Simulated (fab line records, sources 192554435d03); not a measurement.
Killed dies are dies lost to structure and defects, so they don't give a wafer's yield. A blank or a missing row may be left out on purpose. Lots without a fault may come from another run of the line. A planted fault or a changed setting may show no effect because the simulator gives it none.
Split-lot experiment | flow n5_finfet | 7 lots, 39 wafers read, on a route of 1938 steps

THE SPLIT
At N5_DUMMY_GATE_EXPOSE_12 (exposes mask GATE, target cd 25 nm), the setting dose_mj was moved away from the recipe's 34 on 15 of the 39 wafers read, by -6.1% to +6.9%. The other wafers ran this setting at the recipe's value.

FROM THE SPLIT TO THE READING: what the file shows between them, 2 steps
- N5_DUMMY_GATE_PEB_13: peb time 60 s
- N5_DUMMY_GATE_DEVELOP_14: develop time 30 s

THE READING
cd_nm, in nm, at N5_DUMMY_GATE_CD_MEAS_15 (target cd 25.8 nm). Fault-free wafers of this fab line usually give 24.94 nm, standard deviation 0.27 nm.

wafer  | tool, chamber at the split | dose_mj as run | against the recipe | cd_nm, nm | against lot-mates on the recipe
L074.1 | euv_scanner-02, 0          | 34             | recipe             | 25.21     | -
L074.2 | euv_scanner-02, 0          | 31.91          | -6.1%              | 26.44     | +1.63
L074.3 | euv_scanner-02, 0          | 34             | recipe             | 24.51     | -
L074.4 | euv_scanner-02, 0          | 31.91          | -6.1%              | 26.11     | +1.30
L074.5 | euv_scanner-02, 0          | 34             | recipe             | 24.70     | -
L074.6 | euv_scanner-02, 0          | 31.91          | -6.1%              | 26.22     | +1.41
L080.1 | euv_scanner-01, 0          | 34             | recipe             | 25.15     | -
L080.2 | euv_scanner-01, 0          | 34             | recipe             | 25.32     | -
L080.3 | euv_scanner-01, 0          | 34             | recipe             | 24.51     | -
L080.4 | euv_scanner-01, 0          | 34             | recipe             | 25.13     | -
L080.5 | euv_scanner-01, 0          | 34             | recipe             | 24.97     | -
L080.6 | euv_scanner-01, 0          | 34             | recipe             | 25.02     | -
L083.1 | euv_scanner-01, 0          | 34             | recipe             | 24.44     | -
L083.2 | euv_scanner-01, 0          | 35.57          | +4.6%              | 24.52     | -0.34
L083.3 | euv_scanner-01, 0          | 34             | recipe             | 25.07     | -
L083.4 | euv_scanner-01, 0          | 35.57          | +4.6%              | 23.96     | -0.90
L083.5 | euv_scanner-01, 0          | 34             | recipe             | 25.07     | -
L083.6 | euv_scanner-01, 0          | 35.57          | +4.6%              | 24.33     | -0.53
L086.1 | euv_scanner-02, 0          | 34.82          | +2.4%              | 23.85     | -0.97
L086.2 | euv_scanner-02, 0          | 34.82          | +2.4%              | 24.46     | -0.36
L086.3 | euv_scanner-02, 0          | 34             | recipe             | 24.91     | -
L086.4 | euv_scanner-02, 0          | 34.82          | +2.4%              | 24.69     | -0.13
L086.5 | euv_scanner-02, 0          | 34             | recipe             | 24.79     | -
L086.6 | euv_scanner-02, 0          | 34             | recipe             | 24.76     | -
L089.1 | euv_scanner-02, 0          | 34             | recipe             | 25.10     | -
L089.5 | euv_scanner-02, 0          | 34             | recipe             | 25.02     | -
L089.6 | euv_scanner-02, 0          | 34             | recipe             | 25.37     | -
L093.1 | euv_scanner-02, 0          | 35.13          | +3.3%              | 24.31     | -0.43
L093.2 | euv_scanner-02, 0          | 35.13          | +3.3%              | 23.95     | -0.79
L093.3 | euv_scanner-02, 0          | 34             | recipe             | 24.71     | -
L093.4 | euv_scanner-02, 0          | 34             | recipe             | 24.58     | -
L093.5 | euv_scanner-02, 0          | 34             | recipe             | 24.93     | -
L093.6 | euv_scanner-02, 0          | 35.13          | +3.3%              | 24.12     | -0.62
L095.1 | euv_scanner-02, 0          | 36.34          | +6.9%              | 23.86     | -1.01
L095.2 | euv_scanner-02, 0          | 36.34          | +6.9%              | 23.95     | -0.92
L095.3 | euv_scanner-02, 0          | 34             | recipe             | 24.86     | -
L095.4 | euv_scanner-02, 0          | 34             | recipe             | 24.68     | -
L095.5 | euv_scanner-02, 0          | 36.34          | +6.9%              | 23.20     | -1.67
L095.6 | euv_scanner-02, 0          | 34             | recipe             | 25.08     | -

THE FIT
A straight line over all 39 wafers: cd_nm changes by -0.195 nm for each +1% of dose_mj; r = -0.90; the points scatter about the line by 0.28 nm.
The same after taking each lot's own level away (the mean of its wafers on the recipe; 39 wafers): -0.192 nm for each +1%; r = -0.91; scatter 0.26 nm.
On that fit, the largest move of dose_mj shifts the reading by 1.3 nm.
The lots' own levels span 24.740 to 25.163 nm, that is 1.6 times the standard deviation above.
So the lot-to-lot level changes the slope little: the two slopes agree.
Check: with one of the wafers moved furthest among these (+6.9%) left out of the fit, the line predicts -1.31 nm for it against its lot-mates. It came out at -1.01 nm against them.

OTHER SPLITS ON THESE WAFERS
These wafers also went through other splits before the reading. Each is held against what the fit with the lots' levels taken away leaves over:
other split on the same wafers | wafers away from the commonest value | r with cd_nm (lot level and that fit taken away)
N5_FIN_SAQP_HM_DEP_72 time_s   | 12                                   | +0.11

THE WHOLE CHAIN: every reading that the file lists as answering this split, in the file's order
step                     | what it does                             | reading                                                           | change (the file's fit)               | r (the file's)
N5_DUMMY_GATE_CD_MEAS_15 | target cd 25.8 nm                        | cd_nm                                                             | -0.188 nm for each +1% of the setting | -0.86
N5_DUMMY_GATE_TRIM_49    | chemistry O2, time 29 s, target cd 14 nm | DUMMY_GATE.cd_nm (the simulator's own value, which no gauge read) | -0.157 nm for each +1% of the setting | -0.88

THE FILE'S OWN FIT
cd_nm changes by -0.188 nm for each +1% of dose_mj, r = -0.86.
